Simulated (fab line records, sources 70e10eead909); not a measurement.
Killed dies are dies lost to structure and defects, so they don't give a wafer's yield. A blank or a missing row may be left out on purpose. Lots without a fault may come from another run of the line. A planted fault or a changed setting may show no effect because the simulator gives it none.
fab line records | flow nand_harc
record lots=12 wafers=36 last_day=24
route steps=1159 shown P_M2@330 P_BONDPAD@351 END@1159
lots that met no fault: from a run of the same line without faults
start_h: hours from the record's first day to the start of the lot's first wafer shown | wait_h: hours since the lot's step before | " the same as in the row above | L1.1+2: a row that stands for several wafers | - no value, or no start given | * or withheld: withheld | < > ~ a bound
route shown NAME@n: a module of which the file shows steps, and the number in the route of the first | usual: mean/standard deviation of fault-free wafers | same: alike in all rows | chamber/n: place in a boat | sites: the reading at each site | _std_site: their standard deviation | _edge_site: outer sites' mean less inner sites' | radius_mm: how far each site lies from the wafer's centre | mask NAME#n: copy n | behind: the tool/chamber that last shaped the wafer | hold: why the lot was held/for how many hours/how that ended | device: the transistor (n, p or np) that didn't switch | end of line: the same wafers' tests at the end of the route | a step without rows: its recipe alone | killed: dies lost to structure and defects at the first sort, not the wafer's yield | map: a wafer's dies, x killed, . not, _ none there
set.NAME: the setting as run; set.NAME@STEP: as run at that earlier step | model.NAME: the simulator's own value behind a step, which no gauge read
steps of the route over a sample of lots; a table a step, a row a wafer
services: from which hour (start_h, from the record's first day; less than 0 if before it) a tool's chamber was out of use, for how many hours, and why
## steps
# step NHARC_P_M2_INSPECT_11
# usual raw_defect_count=4.2/2.6
# columns lot.wafer tool chamber start_h wait_h raw_defect_count
L255.1 defect_inspect-02 - 127.18 0.1 3
L255.2 " - " " 5
L255.3 " - " " 2
L258.2 defect_inspect-01 - 139.22 0.0 5
L258.3 " - " " 8
L258.5 " - " " 4
L267.1 defect_inspect-01 - 200.31 0.0 12
L267.2 " - " " 12
L267.3 " - " " 11
L269.3 defect_inspect-01 - 221.40 0.0 5
L269.5 " - " " 7
L269.6 " - " " 8
L270.2 defect_inspect-02 - 223.38 0.0 3
L270.3 " - " " 5
L270.5 " - " " 3
L272.1 defect_inspect-02 - 226.17 0.0 4
L272.3 " - " " 5
L272.4 " - " " 2
L271.1 defect_inspect-01 - 227.16 0.0 0
L271.4 " - " " 1
L271.5 " - " " 3
L273.1 defect_inspect-02 - 230.06 0.0 8
L273.2 " - " " 5
L273.4 " - " " 4
L274.1 defect_inspect-01 - 232.95 0.0 2
L274.3 " - " " 4
L274.6 " - " " 3
L275.2 defect_inspect-02 - 244.13 0.0 5
L275.3 " - " " 7
L275.4 " - " " 2
L276.3 defect_inspect-02 - 255.09 0.0 5
L276.5 " - " " 6
L276.6 " - " " 4
L277.1 defect_inspect-02 - 255.75 0.0 3
L277.5 " - " " 2
L277.6 " - " " 1
# step NHARC_P_M2_CMP_23
# recipe t_overpolish_s=20 target_thk_nm=144.3
# usual motor_current_A=11.3/1.2 time_to_endpoint_s=28/3
# same t_overpolish_s=20
# columns lot.wafer tool chamber start_h wait_h motor_current_A time_to_endpoint_s
L255.3 cmp-01 3 129.39 - 12.5 25
L255.2 " 0 " " 11.1 32
L255.1 " 2 " " 13.2 24
L258.2 cmp-03 3 141.47 - 11.5 32
L258.3 " 0 " " 11.7 24
L258.5 " 3 " " 11.5 30
L267.3 cmp-03 2 202.48 - 8.8 37
L267.2 " 3 " " 11.8 31
L267.1 " 0 " " 12.0 23
L269.3 cmp-04 3 223.69 - 12.3 31
L269.5 " 0 " " 11.5 30
L269.6 " 1 " " 10.0 32
L270.3 cmp-04 1 225.57 - 10.5 34
L270.2 " 2 " " 10.8 27
L270.5 " 1 " " 9.7 32
L272.3 cmp-01 1 228.40 - 13.7 27
L272.1 " 2 " " 13.4 23
L272.4 " 0 " " 10.6 30
L271.1 cmp-04 3 229.37 - 12.6 32
L271.4 " 2 " " 11.3 28
L271.5 " 0 " " 11.1 28
L273.4 cmp-01 2 232.25 - 13.5 23
L273.1 " 3 " " 12.1 25
L273.2 " 0 " " 10.2 27
L274.3 cmp-04 3 235.20 - 12.6 28
L274.1 " 0 " " 11.9 27
L274.6 " 1 " " 10.1 33
L275.2 cmp-01 0 246.47 - 11.0 35
L275.4 " 1 " " 13.1 30
L275.3 " 2 " " 13.1 27
L276.3 cmp-04 3 257.26 - 12.5 33
L276.5 " 3 " " 12.9 32
L276.6 " 0 " " 10.4 29
L277.1 cmp-04 2 257.91 - 11.6 29
L277.6 " 2 " " 11.5 27
L277.5 " 3 " " 12.5 33
# step NHARC_P_M2_INSPECT_27
# usual raw_defect_count=318/120
# columns lot.wafer tool chamber start_h wait_h raw_defect_count
L255.1 defect_inspect-01 - 129.86 0.0 244
L255.2 " - " " 315
L255.3 " - " " 262
L258.2 defect_inspect-01 - 141.94 0.0 315
L258.3 " - " " 248
L258.5 " - " " 251
L267.1 defect_inspect-02 - 202.95 0.0 255
L267.2 " - " " 587
L267.3 " - " " 4679
L269.3 defect_inspect-02 - 224.08 0.0 321
L269.5 " - " " 266
L269.6 " - " " 214
L270.2 defect_inspect-02 - 226.01 0.0 463
L270.3 " - " " 374
L270.5 " - " " 290
L272.1 defect_inspect-02 - 228.88 0.0 287
L272.3 " - " " 261
L272.4 " - " " 311
L271.1 defect_inspect-02 - 229.84 0.0 153
L271.4 " - " " 138
L271.5 " - " " 184
L273.1 defect_inspect-02 - 232.70 0.0 471
L273.2 " - " " 309
L273.4 " - " " 255
L274.1 defect_inspect-01 - 235.62 0.0 517
L274.3 " - " " 397
L274.6 " - " " 460
L275.2 defect_inspect-02 - 246.95 0.0 393
L275.3 " - " " 175
L275.4 " - " " 229
L276.3 defect_inspect-02 - 257.75 0.0 291
L276.5 " - " " 370
L276.6 " - " " 235
L277.1 defect_inspect-02 - 258.41 0.1 424
L277.5 " - " " 335
L277.6 " - " " 432
# step NHARC_P_M2_PRE_CLEAN_32
# recipe time_s=12 temp_c=370 rf_power_w=300 gas=NH3
# usual heater_power_w=657/58
# columns lot.wafer tool chamber start_h wait_h heater_power_w
L255.2 pecvd-01 1 129.92 0.1 608
L255.1 " 0 " " 717
L255.3 " 1 " " 610
L258.2 pecvd-02 0 142.01 0.1 597
L258.3 " 1 " " 639
L258.5 " 2 " " 662
L267.2 pecvd-03 0 203.01 0.1 590
L267.1 " 1 " " 770
L267.3 " 2 " " 543
L269.3 pecvd-01 2 224.17 0.1 691
L269.6 " 0 " " 712
L269.5 " 2 " " 690
L270.2 pecvd-02 1 226.09 0.1 629
L270.3 " 2 " " 737
L270.5 " 2 " " 738
L272.3 pecvd-02 2 228.94 0.1 787
L272.1 " 1 " " 601
L272.4 " 1 " " 609
L271.1 pecvd-01 2 229.91 0.1 613
L271.4 " 0 " " 712
L271.5 " 1 " " 657
L273.2 pecvd-02 0 232.78 0.1 634
L273.1 " 1 " " 590
L273.4 " 0 " " 638
L274.3 pecvd-01 1 235.70 0.1 664
L274.1 " 2 " " 686
L274.6 " 2 " " 685
L275.2 pecvd-03 0 247.02 0.1 602
L275.3 " 2 " " 592
L275.4 " 0 " " 619
L276.3 pecvd-02 1 257.81 0.1 548
L276.6 " 1 " " 556
L276.5 " 2 " " 689
L277.1 pecvd-03 1 258.55 0.1 672
L277.6 " 1 " " 643
L277.5 " 2 " " 550
# step NHARC_P_BONDPAD_DEP_00
# recipe target_thk_a=2500 temp_c=370 target_thk_nm=250 pressure_torr=3 flow_sccm=200 rf_w=450 material=SiCN
# usual heater_power_w=600/68
# columns lot.wafer tool chamber start_h wait_h heater_power_w
L255.3 pecvd-02 2 130.59 0.4 680
L255.2 " 0 " " 520
L255.1 " 1 " " 517
L258.2 pecvd-01 0 142.50 - 672
L258.3 " 1 " " 584
L258.5 " 1 " " 594
L267.1 pecvd-01 0 203.51 - 665
L267.2 " 2 " " 655
L269.3 pecvd-03 0 224.72 - 596
L269.5 " 2 " " 526
L269.6 " 0 " " 600
L270.3 pecvd-02 2 - - 710
L270.2 " 0 " " 590
L270.5 " 1 " " 535
L272.3 pecvd-02 0 - - 577
L272.1 " 1 " " 582
L272.4 " 1 " " 483
L271.1 pecvd-03 2 230.44 - 573
L271.4 " 2 " " 475
L271.5 " 0 " " 598
L273.1 pecvd-03 2 233.26 - 463
L273.2 " 1 " " 714
L273.4 " 0 " " 553
L274.3 pecvd-02 1 236.21 - 508
L274.1 " 2 " " 608
L274.6 " 2 " " 621
L275.2 pecvd-02 2 247.51 - 588
L275.3 " 0 " " 563
L275.4 " 2 " " 596
L276.3 pecvd-01 1 258.35 - 653
L276.5 " 0 " " 651
L276.6 " 2 " " 680
L277.1 pecvd-01 2 259.10 - 578
L277.6 " 2 " " 623
L277.5 " 0 " " 593
# step NHARC_END_SORT_01
# recipe temp_c=25
# usual defect_limited_yield=95.6/1.6 killed_at_array=26/10 killed_at_other=0.5/0.87 killed_at_periphery=3.0/2.5 killed_dies=29/11 killed_open=3.3/1.9 killed_short=1.8/1.5 sort_bin_2_pct=1.3/0.63 sort_bin_3_pct=0.25/0.22 sort_bin_4_pct=2.8/1.1 sort_n_pass=648/11 sort_rim_yield_pct=96.5/2.6 sort_yield_pct=95.6/1.6
# same gross_dies=677 sort_bin_5_pct[%]=0 sort_bin_6_pct[%]=0 sort_bin_7_pct[%]=0 sort_bin_8_pct[%]=0 sort_rim_n_gross=106.00
# columns lot.wafer tool chamber start_h wait_h defect_limited_yield[%] killed_at_array killed_at_other killed_at_periphery killed_dies killed_open killed_short sort_bin_2_pct[%] sort_bin_3_pct[%] sort_bin_4_pct[%] sort_n_pass sort_rim_yield_pct[%] sort_yield_pct[%]
L255.1 prober-02 0 439.18 2.5 97.8 12 0 3 15 3 2 0.7 0 1.5 662 99.1 97.8
L255.2 prober-02 0 439.98 2.8 97.9 11 0 3 14 1 2 0.4 0.30 1.3 663 98.1 97.9
L255.3 prober-02 0 440.77 3.1 97.2 18 0 1 19 10 2 0.9 0 1.9 658 98.1 97.2
L258.2 prober-01 0 442.81 2.8 97.5 14 0 3 17 4 2 0.9 0.15 1.5 660 99.1 97.5
L258.3 prober-01 0 443.61 3.1 97.3 13 0 5 18 3 2 0.6 0 2.1 659 100.0 97.3
L258.5 prober-01 0 445.20 3.7 97.8 12 1 2 15 1 1 0.6 0 1.6 662 100.0 97.8
L267.1 prober-02 0 511.50 2.5 93.1 40 0 7 47 2 2 2.5 0.15 4.3 630 93.4 93.1
L267.2 prober-02 0 512.30 2.8 91.6 47 0 10 57 3 1 3.4 0.15 4.9 620 96.2 91.6
L267.3 prober-02 0 513.09 3.1 0 30 0 647 677 2 0 1.9 94.09 4.0 0 0 0
L270.2 prober-01 0 535.03 2.8 96.5 20 1 3 24 3 3 1.0 0.15 2.4 653 100.0 96.5
L270.3 prober-01 0 535.84 3.1 95.4 27 1 3 31 1 2 1.2 0 3.4 646 98.1 95.4
L270.5 prober-01 0 537.48 3.8 95.3 31 0 1 32 3 3 1.2 0.30 3.2 645 97.2 95.3
L269.3 prober-02 0 535.81 3.1 93.6 40 1 2 43 5 2 1.6 0 4.7 634 97.2 93.6
L269.5 prober-02 0 537.38 3.6 95.7 26 0 3 29 4 2 1.2 0.15 3.0 648 97.2 95.7
L269.6 prober-02 0 538.17 3.9 94.1 34 0 6 40 5 4 1.8 0.59 3.5 637 91.5 94.1
L273.1 prober-02 0 541.95 2.5 94.4 34 0 4 38 5 0 2.2 0.30 3.1 639 98.1 94.4
L273.2 prober-02 0 542.75 2.8 94.7 31 0 5 36 9 5 0.7 0 4.6 641 95.3 94.7
L273.4 prober-02 0 544.35 3.4 96.2 25 0 1 26 5 1 0.6 0.59 2.7 651 96.2 96.2
L274.1 prober-02 0 550.10 2.5 94.8 31 1 3 35 4 4 1.6 0 3.5 642 90.6 94.8
L274.3 prober-02 0 551.69 3.1 95.9 26 0 2 28 2 0 1.2 0.30 2.7 649 94.3 95.9
L274.6 prober-02 0 554.08 4.0 94.5 28 5 4 37 5 2 1.5 0.44 3.5 640 86.8 94.5
L271.1 prober-01 0 550.11 2.5 95.6 30 0 0 30 3 3 1.6 0.15 2.7 647 99.1 95.6
L271.4 prober-01 0 552.51 3.4 95.4 30 1 0 31 4 2 1.3 0.44 2.8 646 97.2 95.4
L271.5 prober-01 0 553.31 3.7 95.6 28 0 2 30 2 2 2.1 0.15 2.2 647 100.0 95.6
L272.1 prober-01 0 557.93 2.5 94.5 32 1 4 37 2 5 2.8 0 2.7 640 97.2 94.5
L272.3 prober-01 0 559.51 3.1 94.7 32 0 4 36 4 2 2.1 0.15 3.1 641 94.3 94.7
L272.4 prober-01 0 560.30 3.4 95.1 30 1 2 33 6 0 1.3 0 3.5 644 98.1 95.1
L275.2 prober-02 0 558.67 2.8 98.4 9 0 2 11 3 1 0.4 0.15 1.0 666 97.2 98.4
L275.3 prober-02 0 559.46 3.1 97.5 14 0 3 17 0 5 0.3 0 2.2 660 96.2 97.5
L275.4 prober-02 0 560.26 3.4 98.1 11 0 2 13 3 0 0.6 0.15 1.2 664 98.1 98.1
L277.1 prober-02 0 574.36 2.5 95.7 28 0 1 29 2 0 1.3 0.15 2.8 648 98.1 95.7
L277.5 prober-02 0 577.47 3.6 94.5 34 1 2 37 1 5 2.1 0.59 2.8 640 92.5 94.5
L277.6 prober-02 0 578.25 3.9 92.8 46 2 1 49 4 4 2.4 0.89 4.0 628 93.4 92.8
L276.3 prober-01 0 575.97 3.1 95.9 21 1 6 28 3 3 1.2 0.44 2.5 649 98.1 95.9
L276.5 prober-01 0 577.60 3.8 94.5 27 1 9 37 4 1 1.8 0 3.7 640 93.4 94.5
L276.6 prober-01 0 578.41 4.1 96.3 18 2 5 25 0 3 1.0 0.15 2.5 652 97.2 96.3
# killed by level:class
L255.1 A_M0:geometric_particle:open=3 P_M1:chamber_film_flake=2 A_CHANNEL_HOLE_D1:chamber_film_flake=2 A_CONTACT:chamber_film_flake=2 A_CHANNEL_FILL_D1:geometric_particle:short=1 A_BLC:geometric_particle:short=1 P_M2:chamber_film_flake=1 A_CHANNEL_FILL_D1:chamber_film_flake=1
L255.2 A_CHANNEL_HOLE_D1:chamber_film_flake=3 P_M1:chamber_film_flake=2 A_ONON_D1:geometric_particle:short=1 A_WL_FILL:geometric_particle:short=1 A_WL_FILL:geometric_particle:open=1 P_BONDPAD:chamber_film_flake=1 A_ZERO_WELL:chamber_film_flake=1 A_CHANNEL_FILL_D1:chamber_film_flake=1
L255.3 A_CHANNEL_FILL_D1:geometric_particle:open=3 A_M0:geometric_particle:open=3 A_CHANNEL_HOLE_D1:chamber_film_flake=3 A_SOURCE_PLATE:geometric_particle:short=2 A_ONON_D1:geometric_particle:open=2 A_WL_FILL:geometric_particle:open=1 A_CONTACT:geometric_particle:open=1 P_M1:chamber_film_flake=1
L258.2 A_CHANNEL_FILL_D1:chamber_film_flake=5 A_CONTACT:chamber_film_flake=4 P_CONTACT:geometric_particle:open=1 P_M0:geometric_particle:open=1 A_ONON_D1:geometric_particle:short=1 A_CHANNEL_FILL_D1:geometric_particle:short=1 A_SGD_CUT:geometric_particle:open=1 A_M0:geometric_particle:open=1
L258.3 A_CONTACT:chamber_film_flake=3 P_ZERO_WELL:chamber_film_flake=2 A_CHANNEL_HOLE_D1:chamber_film_flake=2 A_CHANNEL_FILL_D1:chamber_film_flake=2 A_WL_FILL:chamber_film_flake=2 P_M2:geometric_particle:short=1 A_SOURCE_PLATE:geometric_particle:open=1 A_CHANNEL_FILL_D1:geometric_particle:open=1
L258.5 A_CONTACT:chamber_film_flake=5 A_CHANNEL_HOLE_D1:chamber_film_flake=3 P_ZERO_WELL:chamber_film_flake=2 A_CHANNEL_FILL_D1:chamber_film_flake=2 A_SGD_CUT:geometric_particle:open=1 A_M0:geometric_particle:short=1 HYBRID_BOND:chamber_film_flake=1
L267.1 A_CHANNEL_HOLE_D1:chamber_film_flake=23 A_SLIT:chamber_film_flake=10 P_CONTACT:chamber_film_flake=4 P_STI:chamber_film_flake=2 A_CONTACT:chamber_film_flake=2 A_CHANNEL_FILL_D1:geometric_particle:short=1 A_STAIRCASE:geometric_particle:open=1 A_WL_FILL:geometric_particle:short=1
L267.2 A_SLIT:chamber_film_flake=22 A_CHANNEL_HOLE_D1:chamber_film_flake=18 P_STI:chamber_film_flake=5 A_M0:geometric_particle:open=2 P_GATE:chamber_film_flake=2 P_CONTACT:chamber_film_flake=2 A_CONTACT:chamber_film_flake=2 P_M0:geometric_particle:short=1
L267.3 P_M2:area_cmp=634 A_SLIT:chamber_film_flake=16 A_CHANNEL_HOLE_D1:chamber_film_flake=12 P_STI:chamber_film_flake=5 P_M2:chamber_film_flake=3 P_CONTACT:chamber_film_flake=2 P_CONTACT:geometric_particle:open=1 P_M1:geometric_particle:open=1
L270.2 A_SLIT:chamber_film_flake=10 A_CHANNEL_HOLE_D1:chamber_film_flake=4 A_CONTACT:chamber_film_flake=3 P_CONTACT:geometric_particle:open=2 P_M0:geometric_particle:short=1 A_CHANNEL_FILL_D1:geometric_particle:short=1 A_BLC:geometric_particle:open=1 STARTING-WAFER:geometric_particle:short=1
L269.3 A_CHANNEL_HOLE_D1:chamber_film_flake=27 A_CONTACT:geometric_particle:open=4 A_WL_FILL:chamber_film_flake=2 A_CONTACT:chamber_film_flake=2 A_CHANNEL_FILL_D1:geometric_particle:short=1 A_CHANNEL_FILL_D1:geometric_particle:open=1 P_STI:chamber_film_flake=1 P_M0:chamber_film_flake=1
L270.3 A_SLIT:chamber_film_flake=17 A_CHANNEL_HOLE_D1:chamber_film_flake=5 A_STAIRCASE:chamber_film_flake=3 P_STI:geometric_particle:short=1 P_CONTACT:geometric_particle:short=1 A_CONTACT:geometric_particle:open=1 P_M0:chamber_film_flake=1 A_CONTACT:chamber_film_flake=1
L269.5 A_CHANNEL_HOLE_D1:chamber_film_flake=14 A_STAIRCASE:chamber_film_flake=3 A_WL_FILL:geometric_particle:open=2 P_GATE:chamber_film_flake=2 A_CONTACT:chamber_film_flake=2 A_ONON_D1:geometric_particle:open=1 A_ONON_D1:geometric_particle:short=1 A_CHANNEL_HOLE_D1:geometric_particle:short=1
L270.5 A_SLIT:chamber_film_flake=14 A_CHANNEL_HOLE_D1:chamber_film_flake=9 A_CONTACT:geometric_particle:open=2 A_STAIRCASE:chamber_film_flake=2 A_SLIT:geometric_particle:short=1 A_BLC:geometric_particle:short=1 A_M0:geometric_particle:short=1 A_M1:geometric_particle:open=1
L269.6 A_CHANNEL_HOLE_D1:chamber_film_flake=19 A_STAIRCASE:chamber_film_flake=6 P_GATE:chamber_film_flake=3 A_WL_FILL:geometric_particle:short=2 A_CONTACT:chamber_film_flake=2 P_CONTACT:geometric_particle:open=1 P_M1:geometric_particle:short=1 A_ONON_D1:geometric_particle:open=1
L273.1 A_SLIT:chamber_film_flake=18 A_CONTACT:chamber_film_flake=4 P_GATE:chamber_film_flake=3 A_CHANNEL_HOLE_D1:chamber_film_flake=3 A_SGD_CUT:geometric_particle:open=2 A_CONTACT:geometric_particle:open=2 A_STAIRCASE:chamber_film_flake=2 A_WL_FILL:chamber_film_flake=2
L273.2 A_SLIT:chamber_film_flake=10 A_CONTACT:geometric_particle:open=4 A_CHANNEL_HOLE_D1:chamber_film_flake=4 A_CONTACT:chamber_film_flake=4 P_M0:geometric_particle:open=2 A_M0:geometric_particle:short=2 P_GATE:chamber_film_flake=2 A_ONON_D1:geometric_particle:short=1
L273.4 A_SLIT:chamber_film_flake=12 A_CHANNEL_HOLE_D1:chamber_film_flake=3 A_ONON_D1:geometric_particle:open=2 A_CONTACT:chamber_film_flake=2 A_CONTACT:geometric_particle:open=2 A_STAIRCASE:chamber_film_flake=2 P_GATE:geometric_particle:open=1 A_M0:geometric_particle:short=1
L274.1 A_SLIT:chamber_film_flake=14 A_CHANNEL_HOLE_D1:chamber_film_flake=6 A_CONTACT:chamber_film_flake=4 P_GATE:geometric_particle:open=1 P_GATE:geometric_particle:short=1 P_CONTACT:geometric_particle:open=1 A_ONON_D1:geometric_particle:short=1 A_SLIT:geometric_particle:open=1
L271.1 A_CHANNEL_HOLE_D1:chamber_film_flake=15 A_STAIRCASE:chamber_film_flake=4 A_CONTACT:chamber_film_flake=4 A_WL_FILL:geometric_particle:short=2 A_WL_FILL:geometric_particle:open=1 A_CONTACT:geometric_particle:short=1 A_BLC:geometric_particle:open=1 A_M0:geometric_particle:open=1
L274.3 A_SLIT:chamber_film_flake=11 A_CHANNEL_HOLE_D1:chamber_film_flake=6 A_CONTACT:chamber_film_flake=5 A_M0:chamber_film_flake=2 P_STI:geometric_particle:open=1 A_CHANNEL_HOLE_D1:geometric_particle:open=1 P_STI:chamber_film_flake=1 A_STAIRCASE:chamber_film_flake=1
L271.4 A_CHANNEL_HOLE_D1:chamber_film_flake=17 A_STAIRCASE:chamber_film_flake=5 A_WL_FILL:geometric_particle:open=3 A_ONON_D1:geometric_particle:short=1 A_M0:geometric_particle:open=1 STARTING-WAFER:geometric_particle:short=1 A_WL_FILL:chamber_film_flake=1 A_CONTACT:chamber_film_flake=1
L271.5 A_CHANNEL_HOLE_D1:chamber_film_flake=21 P_GATE:chamber_film_flake=2 A_ONON_D1:geometric_particle:open=1 A_SGD_CUT:geometric_particle:open=1 A_SGD_CUT:geometric_particle:short=1 A_WL_FILL:geometric_particle:short=1 A_STAIRCASE:chamber_film_flake=1 A_SLIT:chamber_film_flake=1
L274.6 A_SLIT:chamber_film_flake=9 A_CHANNEL_HOLE_D1:chamber_film_flake=5 A_STAIRCASE:chamber_film_flake=5 THIN_TSV:chamber_film_flake=5 A_CONTACT:chamber_film_flake=3 A_CONTACT:geometric_particle:open=2 P_STI:chamber_film_flake=2 P_GATE:geometric_particle:open=1
L272.1 A_CHANNEL_HOLE_D1:chamber_film_flake=20 A_STAIRCASE:chamber_film_flake=4 A_CONTACT:chamber_film_flake=4 P_GATE:geometric_particle:short=1 P_CONTACT:geometric_particle:short=1 P_M0:geometric_particle:short=1 A_SOURCE_PLATE:geometric_particle:open=1 A_STAIRCASE:geometric_particle:short=1
L275.2 A_STAIRCASE:chamber_film_flake=4 P_CONTACT:geometric_particle:open=1 A_SOURCE_PLATE:geometric_particle:open=1 A_ONON_D1:geometric_particle:short=1 A_M0:geometric_particle:open=1 P_GATE:chamber_film_flake=1 A_CHANNEL_HOLE_D1:chamber_film_flake=1 A_CONTACT:chamber_film_flake=1
L275.3 A_CHANNEL_HOLE_D1:chamber_film_flake=3 A_STAIRCASE:chamber_film_flake=3 A_CONTACT:chamber_film_flake=3 A_ONON_D1:geometric_particle:short=2 A_CHANNEL_FILL_D1:geometric_particle:short=2 P_GATE:chamber_film_flake=2 A_M0:geometric_particle:short=1 P_M0:chamber_film_flake=1
L272.3 A_CHANNEL_HOLE_D1:chamber_film_flake=16 A_CONTACT:chamber_film_flake=9 P_STI:chamber_film_flake=2 P_GATE:geometric_particle:short=1 A_CHANNEL_FILL_D1:geometric_particle:open=1 A_SGD_CUT:geometric_particle:open=1 A_WL_FILL:geometric_particle:open=1 A_CONTACT:geometric_particle:short=1
L275.4 A_CHANNEL_HOLE_D1:chamber_film_flake=5 A_STAIRCASE:chamber_film_flake=3 P_GATE:geometric_particle:open=1 A_CHANNEL_FILL_D1:geometric_particle:open=1 A_CONTACT:geometric_particle:open=1 P_GATE:chamber_film_flake=1 A_CONTACT:chamber_film_flake=1
L272.4 A_CHANNEL_HOLE_D1:chamber_film_flake=15 A_CONTACT:chamber_film_flake=7 A_CONTACT:geometric_particle:open=2 A_STAIRCASE:chamber_film_flake=2 P_M0:geometric_particle:open=1 A_ONON_D1:geometric_particle:open=1 A_SGD_CUT:geometric_particle:open=1 A_M0:geometric_particle:open=1
L277.1 A_SLIT:chamber_film_flake=13 A_CHANNEL_HOLE_D1:chamber_film_flake=5 A_STAIRCASE:chamber_film_flake=5 A_WL_FILL:chamber_film_flake=2 A_CONTACT:geometric_particle:open=1 A_M1:geometric_particle:open=1 P_M2:chamber_film_flake=1 A_CONTACT:chamber_film_flake=1
L276.3 A_CHANNEL_HOLE_D1:chamber_film_flake=9 A_CONTACT:chamber_film_flake=6 P_STI:chamber_film_flake=3 P_M2:chamber_film_flake=2 P_M2:geometric_particle:open=1 A_ONON_D1:geometric_particle:short=1 A_CHANNEL_HOLE_D1:geometric_particle:short=1 A_WL_FILL:geometric_particle:short=1
L277.5 A_SLIT:chamber_film_flake=18 A_CHANNEL_HOLE_D1:chamber_film_flake=4 A_STAIRCASE:chamber_film_flake=3 A_CONTACT:chamber_film_flake=3 A_WL_FILL:geometric_particle:short=2 A_M0:geometric_particle:short=2 P_M0:geometric_particle:open=1 A_CONTACT:geometric_particle:short=1
L276.5 A_CHANNEL_HOLE_D1:chamber_film_flake=11 P_M2:chamber_film_flake=7 A_STAIRCASE:chamber_film_flake=6 A_CONTACT:chamber_film_flake=3 A_CONTACT:geometric_particle:open=2 A_M0:chamber_film_flake=2 P_CONTACT:geometric_particle:open=1 A_ONON_D1:geometric_particle:short=1
L277.6 A_SLIT:chamber_film_flake=21 A_STAIRCASE:chamber_film_flake=8 A_CHANNEL_HOLE_D1:chamber_film_flake=6 A_CHANNEL_FILL_D1:geometric_particle:short=3 A_CHANNEL_FILL_D1:chamber_film_flake=3 THIN_TSV:chamber_film_flake=2 P_GATE:geometric_particle:open=1 A_ONON_D1:geometric_particle:open=1
L276.6 A_CONTACT:chamber_film_flake=5 A_CHANNEL_HOLE_D1:chamber_film_flake=4 P_STI:chamber_film_flake=3 A_ONON_D1:geometric_particle:short=2 P_M2:chamber_film_flake=2 A_SLIT:chamber_film_flake=2 A_WL_FILL:chamber_film_flake=2 THIN_TSV:chamber_film_flake=2
## services
# columns tool chamber start_h hours kind
cmp-01 - 111.23 4.0 pm
pecvd-03 - 111.42 13.0 pm
pecvd-01 2 121.67 27.9 repair
cmp-03 - 138.01 2.3 repair
cmp-03 - 152.61 0.3 repair
pecvd-02 - 153.00 13.0 pm
pecvd-02 0 153.00 13.0 vent_cycle
pecvd-02 1 153.00 13.0 vent_cycle
pecvd-02 2 153.00 13.0 vent_cycle
pecvd-02 0 166.00 - clean
pecvd-02 1 166.00 - clean
pecvd-02 2 166.00 - clean
cmp-03 - 168.08 1.1 repair
cmp-03 - 176.80 4.0 pm
cmp-04 - 203.00 4.0 pm
cmp-01 - 206.84 3.2 repair
cmp-01 - 210.06 4.0 pm
cmp-01 - 222.87 1.0 repair
pecvd-01 - 237.00 13.0 pm
pecvd-01 0 237.00 13.0 vent_cycle
pecvd-01 1 237.00 13.0 vent_cycle
pecvd-01 2 237.00 13.0 vent_cycle
cmp-04 - 238.08 2.6 repair
cmp-03 - 241.03 1.2 repair
## key
first_sign step=NHARC_P_M2_CMP_23 reading=time_to_endpoint_s direction=up sigmas=3 usual=* struck=*
effect step=NHARC_P_M2_INSPECT_27 reading=raw_defect_count direction=up sigmas=37 usual=318 struck=4679
effect step=NHARC_END_SORT_01 reading=sort_bin_3_pct direction=up sigmas=99+ usual=0.25 struck=94.09
more_kills_born_at NHARC_P_M2_CMP_23@cmp-03=634
met_at NHARC_P_M2_CMP_23
struck_lots L267
struck_wafers L267.3
later_rows_left_out L267.3
not_acting_at NHARC_P_M2_INSPECT_11,NHARC_P_M2_PRE_CLEAN_32,NHARC_P_BONDPAD_DEP_00
fault kind=process_parameter_drift tool=cmp-03 chamber=2 onset_h=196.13 steps=NHARC_P_M2_CMP_23 channel=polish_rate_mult offset=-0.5 shape=step end_h=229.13
# later_rows_left_out: the simulator's readings of these wafers behind a module that went badly wrong aren't trusted and aren't shown, but for the sort
